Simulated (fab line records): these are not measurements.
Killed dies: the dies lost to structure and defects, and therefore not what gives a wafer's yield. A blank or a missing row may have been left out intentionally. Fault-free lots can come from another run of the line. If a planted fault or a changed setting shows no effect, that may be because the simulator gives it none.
What tool caused it? :: flow n5_finfet :: Sampling: 11 lots, 30 wafers, 5 of 1938 route steps

## WHAT THE GAUGES READ, wafer by wafer
The record holds no reading of a measuring or inspecting step that can be judged against a usual standard deviation.

## EACH LOT AND THE TOOL THAT RAN IT (in order: tool; ch and the chambers of the sampled wafers; start)
lot: L146
N5_BEOL_M11_ETCH_61: rie_diel-02 ch 2,3, day 10 19:35
N5_BEOL_M11_TRENCH_ETCH_37: rie_diel-06 ch 0,2,3, day 11 00:25 or earlier
N5_BEOL_M11_ETCH_41: rie_diel-06 ch 0,2,3, day 11 00:25
N5_BEOL_M11_ALD_74: ald_metal-04 ch 1,2,3, day 11 01:14
N5_PASSIVATION_PROBE_49: -

lot: L145
N5_BEOL_M11_ETCH_61: rie_diel-03 ch 1,2,3, day 10 20:34
N5_BEOL_M11_TRENCH_ETCH_37: rie_diel-03 ch 1,2, day 11 00:26 or earlier
N5_BEOL_M11_ETCH_41: rie_diel-03 ch 1,2, day 11 00:26
N5_BEOL_M11_ALD_74: ald_metal-02 ch 0,2,3, day 11 01:21
N5_PASSIVATION_PROBE_49: -

lot: L148
N5_BEOL_M11_ETCH_61: rie_diel-06 ch 0,1,2, day 11 12:08
N5_BEOL_M11_TRENCH_ETCH_37: rie_diel-03 ch 0,1,3, day 11 14:15 or earlier
N5_BEOL_M11_ETCH_41: rie_diel-03 ch 0,1,3, day 11 14:15
N5_BEOL_M11_ALD_74: ald_metal-04 ch 0,1,2, day 11 15:28
N5_PASSIVATION_PROBE_49: -

lot: L153
N5_BEOL_M11_ETCH_61: rie_diel-02 ch 1,3, day 12 10:12
N5_BEOL_M11_TRENCH_ETCH_37: rie_diel-03 ch 1,2, day 12 11:28 or earlier
N5_BEOL_M11_ETCH_41: rie_diel-03 ch 1,2, day 12 11:28
N5_BEOL_M11_ALD_74: ald_metal-04 ch 1,2, day 12 12:19
N5_PASSIVATION_PROBE_49: prober-02, day 14 01:31

lot: L158
N5_BEOL_M11_ETCH_61: rie_diel-02 ch 1,2,3, day 14 05:33
N5_BEOL_M11_TRENCH_ETCH_37: rie_diel-06 ch 1,2,3, day 14 08:56 or earlier
N5_BEOL_M11_ETCH_41: rie_diel-06 ch 1,2,3, day 14 08:56
N5_BEOL_M11_ALD_74: ald_metal-04 ch 0,2,3, day 14 10:26
N5_PASSIVATION_PROBE_49: -

lot: L161
N5_BEOL_M11_ETCH_61: rie_diel-03 ch 0,1, day 14 20:18
N5_BEOL_M11_TRENCH_ETCH_37: rie_diel-02 ch 0,1, day 14 21:45 or earlier
N5_BEOL_M11_ETCH_41: rie_diel-02 ch 0,1, day 14 21:45
N5_BEOL_M11_ALD_74: ald_metal-04 ch 0,2, day 14 22:44
N5_PASSIVATION_PROBE_49: prober-01, day 16 14:04

lot: L163
N5_BEOL_M11_ETCH_61: rie_diel-02 ch 0,3, day 15 07:11
N5_BEOL_M11_TRENCH_ETCH_37: rie_diel-03 ch 0,3, day 15 10:13 or earlier
N5_BEOL_M11_ETCH_41: rie_diel-03 ch 0,3, day 15 10:13
N5_BEOL_M11_ALD_74: ald_metal-02 ch 1,3, day 15 11:19
N5_PASSIVATION_PROBE_49: -

lot: L164
N5_BEOL_M11_ETCH_61: rie_diel-02 ch 0,1, day 15 19:29
N5_BEOL_M11_TRENCH_ETCH_37: rie_diel-03 ch 0,2, day 15 21:09 or earlier
N5_BEOL_M11_ETCH_41: rie_diel-03 ch 0,2, day 15 21:09
N5_BEOL_M11_ALD_74: ald_metal-04 ch 0,1, day 15 22:04
N5_PASSIVATION_PROBE_49: -

lot: L166
N5_BEOL_M11_ETCH_61: rie_diel-03 ch 0,2, day 16 05:44
N5_BEOL_M11_TRENCH_ETCH_37: rie_diel-03 ch 0,1, day 16 08:20 or earlier
N5_BEOL_M11_ETCH_41: rie_diel-03 ch 0,1, day 16 08:20
N5_BEOL_M11_ALD_74: ald_metal-02 ch 1,2,3, day 16 09:11
N5_PASSIVATION_PROBE_49: -

lot: L168
N5_BEOL_M11_ETCH_61: rie_diel-03 ch 0,1, day 16 08:58
N5_BEOL_M11_TRENCH_ETCH_37: rie_diel-02 ch 0,1,3, day 16 10:18 or earlier
N5_BEOL_M11_ETCH_41: rie_diel-02 ch 0,1,3, day 16 10:18
N5_BEOL_M11_ALD_74: ald_metal-04 ch 0,1,3, day 16 11:10
N5_PASSIVATION_PROBE_49: -

lot: L167
N5_BEOL_M11_ETCH_61: rie_diel-03 ch 0,1, day 16 09:16
N5_BEOL_M11_TRENCH_ETCH_37: rie_diel-03 ch 0,1,3, day 16 10:32 or earlier
N5_BEOL_M11_ETCH_41: rie_diel-03 ch 0,1,3, day 16 10:32
N5_BEOL_M11_ALD_74: ald_metal-02 ch 0,1,3, day 16 11:25
N5_PASSIVATION_PROBE_49: -
- N5_BEOL_M11_ETCH_61: etches SiARC in CF4, target depth 39 nm, time 65 s.
- N5_BEOL_M11_TRENCH_ETCH_37: etches SiCOH lowk in C4F6/O2, target depth 148.83 nm, time 48 s.
- N5_BEOL_M11_ETCH_41: etches SiCN in CH3F/O2, target depth 42.6 nm, time 86 s.
- N5_BEOL_M11_ALD_74: deposits TaN, target thk 2 nm, pulse time 2 s, purge time 3 s.
- N5_PASSIVATION_PROBE_49

## AS READ BY THE TOOLS THEMSELVES (means over the sampled wafers that have a number; for cases with no such wafer, the mark the record gives instead)
N5_BEOL_M11_ETCH_61. Usual: drypump_motor_current_A 5.9 A, standard deviation 0.47; etch_rf_on_time_s 66.2 s, standard deviation 2.2; oes_product_au 0.69 a.u., standard deviation 0.068; rf_vpp_V 184.0 V, standard deviation 1; showerhead_plenum_p_Torr 2.13 Torr, standard deviation 0.061; throttle_valve_pct 15.6 %, standard deviation 0.33.
lot: L146
tool: rie_diel-02
drypump_motor_current_A (A): 5.6
etch_rf_on_time_s (s): 64.6
oes_product_au (a.u.): 0.74
rf_vpp_V (V): 184.5
showerhead_plenum_p_Torr (Torr): 2.10
throttle_valve_pct (%): 15.4
flag: 

lot: L145
tool: rie_diel-03
drypump_motor_current_A (A): 6.0
etch_rf_on_time_s (s): 67.1
oes_product_au (a.u.): 0.65
rf_vpp_V (V): 184.7
showerhead_plenum_p_Torr (Torr): 2.15
throttle_valve_pct (%): 15.8
flag: 

lot: L148
tool: rie_diel-06
drypump_motor_current_A (A): 5.7
etch_rf_on_time_s (s): 65.0
oes_product_au (a.u.): 0.70
rf_vpp_V (V): 183.6
showerhead_plenum_p_Torr (Torr): 2.14
throttle_valve_pct (%): 15.7
flag: 

lot: L153
tool: rie_diel-02
drypump_motor_current_A (A): 6.0
etch_rf_on_time_s (s): 66.3
oes_product_au (a.u.): 0.67
rf_vpp_V (V): 184.4
showerhead_plenum_p_Torr (Torr): 2.12
throttle_valve_pct (%): 15.5
flag: 

lot: L158
tool: rie_diel-02
drypump_motor_current_A (A): 6.0
etch_rf_on_time_s (s): 66.8
oes_product_au (a.u.): 0.68
rf_vpp_V (V): 183.9
showerhead_plenum_p_Torr (Torr): 2.11
throttle_valve_pct (%): 15.5
flag: 

lot: L161
tool: rie_diel-03
drypump_motor_current_A (A): 6.0
etch_rf_on_time_s (s): 65.1
oes_product_au (a.u.): 0.70
rf_vpp_V (V): 183.6
showerhead_plenum_p_Torr (Torr): 2.06
throttle_valve_pct (%): 15.4
flag: 

lot: L163
tool: rie_diel-02
drypump_motor_current_A (A): 5.8
etch_rf_on_time_s (s): 64.4
oes_product_au (a.u.): 0.74
rf_vpp_V (V): 184.1
showerhead_plenum_p_Torr (Torr): 2.15
throttle_valve_pct (%): 15.3
flag: 

lot: L164
tool: rie_diel-02
drypump_motor_current_A (A): 6.4
etch_rf_on_time_s (s): 66.8
oes_product_au (a.u.): 0.71
rf_vpp_V (V): 184.9
showerhead_plenum_p_Torr (Torr): 2.17
throttle_valve_pct (%): 15.3
flag: 

lot: L166
tool: rie_diel-03
drypump_motor_current_A (A): 6.3
etch_rf_on_time_s (s): 66.2
oes_product_au (a.u.): 0.72
rf_vpp_V (V): 183.8
showerhead_plenum_p_Torr (Torr): 2.10
throttle_valve_pct (%): 15.2
flag: 

lot: L168
tool: rie_diel-03
drypump_motor_current_A (A): 6.0
etch_rf_on_time_s (s): 64.4
oes_product_au (a.u.): 0.69
rf_vpp_V (V): 183.3
showerhead_plenum_p_Torr (Torr): 2.05
throttle_valve_pct (%): 15.4
flag: 

lot: L167
tool: rie_diel-03
drypump_motor_current_A (A): 5.8
etch_rf_on_time_s (s): 64.2
oes_product_au (a.u.): 0.65
rf_vpp_V (V): 182.7
showerhead_plenum_p_Torr (Torr): 2.05
throttle_valve_pct (%): 15.8
flag: 

N5_BEOL_M11_TRENCH_ETCH_37. Usual: C4F6_flow_sccm 10.000 sccm, standard deviation 0.029; drypump_motor_current_A 5.9 A, standard deviation 0.46; oes_product_au 0.82 a.u., standard deviation 0.079; rf_vpp_V 676 V, standard deviation 19; showerhead_plenum_p_Torr 2.84 Torr, standard deviation 0.089; throttle_valve_pct 20.87 %, standard deviation 0.29.
lot: L146
tool: rie_diel-06
C4F6_flow_sccm (sccm): 9.991
drypump_motor_current_A (A): 5.6
oes_product_au (a.u.): 0.80
rf_vpp_V (V): 678
showerhead_plenum_p_Torr (Torr): 2.91
throttle_valve_pct (%): 21.04
flag: 

lot: L145
tool: rie_diel-03
C4F6_flow_sccm (sccm): 10.000
drypump_motor_current_A (A): 6.0
oes_product_au (a.u.): 0.79
rf_vpp_V (V): 663
showerhead_plenum_p_Torr (Torr): 2.77
throttle_valve_pct (%): 21.05
flag: 

lot: L148
tool: rie_diel-03
C4F6_flow_sccm (sccm): 10.007
drypump_motor_current_A (A): 5.9
oes_product_au (a.u.): 0.77
rf_vpp_V (V): 669
showerhead_plenum_p_Torr (Torr): 2.80
throttle_valve_pct (%): 20.88
flag: 

lot: L153
tool: rie_diel-03
C4F6_flow_sccm (sccm): 10.009
drypump_motor_current_A (A): 6.2
oes_product_au (a.u.): 0.81
rf_vpp_V (V): 669
showerhead_plenum_p_Torr (Torr): 2.80
throttle_valve_pct (%): 20.97
flag: 

lot: L158
tool: rie_diel-06
C4F6_flow_sccm (sccm): 10.018
drypump_motor_current_A (A): 5.4
oes_product_au (a.u.): 0.80
rf_vpp_V (V): 684
showerhead_plenum_p_Torr (Torr): 2.86
throttle_valve_pct (%): 20.91
flag: 

lot: L161
tool: rie_diel-02
C4F6_flow_sccm (sccm): 10.003
drypump_motor_current_A (A): 6.5
oes_product_au (a.u.): 0.82
rf_vpp_V (V): 697
showerhead_plenum_p_Torr (Torr): 2.87
throttle_valve_pct (%): 20.61
flag: 

lot: L163
tool: rie_diel-03
C4F6_flow_sccm (sccm): 9.977
drypump_motor_current_A (A): 6.0
oes_product_au (a.u.): 0.90
rf_vpp_V (V): 680
showerhead_plenum_p_Torr (Torr): 2.83
throttle_valve_pct (%): 20.57
flag: 

lot: L164
tool: rie_diel-03
C4F6_flow_sccm (sccm): 9.977
drypump_motor_current_A (A): 6.5
oes_product_au (a.u.): 0.86
rf_vpp_V (V): 688
showerhead_plenum_p_Torr (Torr): 2.82
throttle_valve_pct (%): 20.57
flag: 

lot: L166
tool: rie_diel-03
C4F6_flow_sccm (sccm): 10.011
drypump_motor_current_A (A): 5.9
oes_product_au (a.u.): 0.75
rf_vpp_V (V): 661
showerhead_plenum_p_Torr (Torr): 2.71
throttle_valve_pct (%): 20.97
flag: 

lot: L168
tool: rie_diel-02
C4F6_flow_sccm (sccm): 9.990
drypump_motor_current_A (A): 6.0
oes_product_au (a.u.): 0.80
rf_vpp_V (V): 672
showerhead_plenum_p_Torr (Torr): 2.84
throttle_valve_pct (%): 20.66
flag: 

lot: L167
tool: rie_diel-03
C4F6_flow_sccm (sccm): 9.995
drypump_motor_current_A (A): 5.9
oes_product_au (a.u.): 0.82
rf_vpp_V (V): 670
showerhead_plenum_p_Torr (Torr): 2.78
throttle_valve_pct (%): 20.81
flag: 

N5_BEOL_M11_ETCH_41. Usual: drypump_motor_current_A 5.9 A, standard deviation 0.46; oes_product_au 0.82 a.u., standard deviation 0.079; rf_vpp_V 297.4 V, standard deviation 1.4; showerhead_plenum_p_Torr 2.00 Torr, standard deviation 0.065; throttle_valve_pct 16.26 %, standard deviation 0.28.
lot: L146
tool: rie_diel-06
drypump_motor_current_A (A): 5.6
oes_product_au (a.u.): 0.81
rf_vpp_V (V): 298.1
showerhead_plenum_p_Torr (Torr): 2.04
throttle_valve_pct (%): 16.41
flag: 

lot: L145
tool: rie_diel-03
drypump_motor_current_A (A): 6.0
oes_product_au (a.u.): 0.79
rf_vpp_V (V): 296.9
showerhead_plenum_p_Torr (Torr): 1.95
throttle_valve_pct (%): 16.42
flag: 

lot: L148
tool: rie_diel-03
drypump_motor_current_A (A): 5.9
oes_product_au (a.u.): 0.77
rf_vpp_V (V): 296.6
showerhead_plenum_p_Torr (Torr): 1.97
throttle_valve_pct (%): 16.32
flag: 

lot: L153
tool: rie_diel-03
drypump_motor_current_A (A): 6.2
oes_product_au (a.u.): 0.93
rf_vpp_V (V): 296.9
showerhead_plenum_p_Torr (Torr): 1.96
throttle_valve_pct (%): 16.38
flag: 

lot: L158
tool: rie_diel-06
drypump_motor_current_A (A): 5.4
oes_product_au (a.u.): 0.80
rf_vpp_V (V): 297.1
showerhead_plenum_p_Torr (Torr): 2.01
throttle_valve_pct (%): 16.30
flag: 

lot: L161
tool: rie_diel-02
drypump_motor_current_A (A): 6.5
oes_product_au (a.u.): 0.82
rf_vpp_V (V): 298.7
showerhead_plenum_p_Torr (Torr): 2.02
throttle_valve_pct (%): 16.03
flag: 

lot: L163
tool: rie_diel-03
drypump_motor_current_A (A): 6.0
oes_product_au (a.u.): 0.90
rf_vpp_V (V): 296.2
showerhead_plenum_p_Torr (Torr): 1.99
throttle_valve_pct (%): 15.98
flag: 

lot: L164
tool: rie_diel-03
drypump_motor_current_A (A): 6.4
oes_product_au (a.u.): 0.86
rf_vpp_V (V): 298.3
showerhead_plenum_p_Torr (Torr): 1.98
throttle_valve_pct (%): 15.98
flag: 

lot: L166
tool: rie_diel-03
drypump_motor_current_A (A): 5.8
oes_product_au (a.u.): 0.76
rf_vpp_V (V): 295.2
showerhead_plenum_p_Torr (Torr): 1.90
throttle_valve_pct (%): 16.40
flag: 

lot: L168
tool: rie_diel-02
drypump_motor_current_A (A): 6.1
oes_product_au (a.u.): 0.81
rf_vpp_V (V): 297.6
showerhead_plenum_p_Torr (Torr): 1.99
throttle_valve_pct (%): 16.07
flag: 

lot: L167
tool: rie_diel-03
drypump_motor_current_A (A): 5.9
oes_product_au (a.u.): 0.82
rf_vpp_V (V): 296.6
showerhead_plenum_p_Torr (Torr): 1.95
throttle_valve_pct (%): 16.22
flag: 

N5_BEOL_M11_ALD_74. Usual: heater_power_w at 449 W, with a standard deviation of 52.
lot: L146
tool: ald_metal-04
heater_power_w (W): 446
flag: 

lot: L145
tool: ald_metal-02
heater_power_w (W): 450
flag: 

lot: L148
tool: ald_metal-04
heater_power_w (W): 475
flag: 

lot: L153
tool: ald_metal-04
heater_power_w (W): 469
flag: 

lot: L158
tool: ald_metal-04
heater_power_w (W): 465
flag: 

lot: L161
tool: ald_metal-04
heater_power_w (W): 476
flag: 

lot: L163
tool: ald_metal-02
heater_power_w (W): 466
flag: 

lot: L164
tool: ald_metal-04
heater_power_w (W): 457
flag: 

lot: L166
tool: ald_metal-02
heater_power_w (W): 442
flag: 

lot: L168
tool: ald_metal-04
heater_power_w (W): 438
flag: 

lot: L167
tool: ald_metal-02
heater_power_w (W): 476
flag: 

N5_PASSIVATION_PROBE_49. Usual: defect_limited_yield 91.1 %, standard deviation 1.6; killed_at_M0_to_M3 35, standard deviation 11; killed_at_M4_up 13, standard deviation 5.4; killed_at_contacts 13, standard deviation 6.5; killed_at_front_end 40, standard deviation 14; killed_at_other 4, standard deviation 3.1; killed_dies 105, standard deviation 18; killed_open 69, standard deviation 14; killed_short 34, standard deviation 7.3; sort_bin_5_function 5.2 %, standard deviation 0.96; sort_bin_6_memory 3.4 %, standard deviation 0.77; sort_bin_8_speed 0.02 %, standard deviation 0.13; sort_n_pass 1075, standard deviation 19.
lot: L153
tool: prober-02
defect_limited_yield (%): 92.1
killed_at_M0_to_M3: 28
killed_at_M4_up: 8
killed_at_contacts: 12
killed_at_front_end: 38
killed_at_other: 8
killed_dies: 94
killed_open: 60
killed_short: 32
sort_bin_5_function (%): 4.5
sort_bin_6_memory (%): 3.1
sort_bin_8_speed (%): 0.00
sort_n_pass: 1086
flag: 

lot: L161
tool: prober-01
defect_limited_yield (%): 92.5
killed_at_M0_to_M3: 25
killed_at_M4_up: 18
killed_at_contacts: 8
killed_at_front_end: 33
killed_at_other: 4
killed_dies: 88
killed_open: 59
killed_short: 25
sort_bin_5_function (%): 4.4
sort_bin_6_memory (%): 2.7
sort_bin_8_speed (%): 0.00
sort_n_pass: 1092
flag: 

## THE ANSWER, worked out from the rows above alone
Rule: a lot counts as off when the mean over its wafers that have a number is more than 3 standard deviations away from the usual mean. Also off: a lot with no number at a reading for which 4 or more lots have one. Any other lot the step has rows for is counted as sound. Order of review: gauges by route order, followed by the tools' own readings, for which a lot's mean as printed above is used. The first step at which some lot is off is used, and at that step the reading that is off furthest; a lot without a number counts as furthest.
No lot is off on any of the readings shown, so nothing can be concluded from this.

## WHAT THE SIMULATOR HAD PUT IN
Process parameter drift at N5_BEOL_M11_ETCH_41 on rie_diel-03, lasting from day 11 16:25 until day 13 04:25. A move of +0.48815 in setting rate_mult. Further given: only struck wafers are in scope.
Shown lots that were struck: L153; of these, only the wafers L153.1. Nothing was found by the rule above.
